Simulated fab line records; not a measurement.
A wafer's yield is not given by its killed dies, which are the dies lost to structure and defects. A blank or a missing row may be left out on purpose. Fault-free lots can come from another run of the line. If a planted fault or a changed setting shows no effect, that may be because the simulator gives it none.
Problem report in the 8D (eight disciplines) form, filled by code	flow n5 finfet	the parts of the form that need people (team, actions taken, sign-off) are left out

## 1. WHAT IS WRONG
Mean of spin speed rpm at N5_BEOL_M11_COAT_63: 1266.8 rpm across 6 wafers in 2 lots; on wafers with no fault it is 1499.8 rpm (standard deviation 0.96). That is -99 or more standard deviations from the usual mean.
The step: time 60 s, resist thk 100 nm.
First seen on wafer L110.1, day 12 21:02, on litho track-01. The record has a number at this step for 33 wafers belonging to 11 lots. By rule, "out" or "out of limits" means more than 4 standard deviations away from the usual mean. All remaining wafers that have a number are taken as sound.

## 2. WHAT THIS IS AND IS NOT
question	is	is not
which readings at this step	spin speed rpm	heater power total W
which lots	L110, L113	L103, L104, L105, L115, L118, L119, L123, L124, L126
which wafers of those lots	all that have a number	-
read on which tools	litho track-01	litho track-03, litho track-04
when	from day 12 21:02	up to then (9 sound wafers); but 18 sound wafers of L115, L118, L119, L123, L124, L126 came after

## 3. WHAT RULES OUT EACH SUSPECT
Counting: any tool at a process step up to the reading is kept as a suspect provided that every lot that is out went through it and no sound lot did after the first of them.
- rie diel-04 at N5_BEOL_M11_DESCUM_16 (chemistry O2, time 7.9 s): ruled out as a lasting fault. Sound lots L115, L126 ran on it after its first lot that is out, L110 (day 12 20:25).
- litho track-01 at N5_BEOL_M11_COAT_63 (time 60 s, resist thk 100 nm): ruled out as a lasting fault. Sound lots L123 ran on it after its first lot that is out, L110 (day 12 21:02).
Left after counting: nothing in the record.

## 4. THE CAUSE (what the simulator had put in)
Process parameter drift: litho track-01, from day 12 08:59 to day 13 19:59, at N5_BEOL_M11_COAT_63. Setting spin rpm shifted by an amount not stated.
Counting ruled it out, wrongly.

## 5. THE CHAIN OF EFFECTS, in route order
One row per reading whose mean, taken over the struck wafers that have a number, lies over 3 standard deviations from the usual. Readings are gone through only where the record gives a usual standard deviation; hours: the median, over the lots, of the time from a lot's start at the first step in this table giving one to that lot's start at this step; sigmas: the change measured in usual standard deviations.
hours	step	reading	usual	on struck wafers	change	sigmas
0	N5_BEOL_M11_COAT_63	spin speed rpm	1499.8 rpm	1266.8	-233.0	-99 or more
Here are the process steps it includes:
- N5_BEOL_M11_COAT_63: time 60 s, resist thk 100 nm.

## 6. HOW IT WOULD HAVE BEEN CAUGHT EARLIER
12 hours passed between the start of the fault at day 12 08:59 and the first reading out of limits in this record, taken at day 12 21:02.
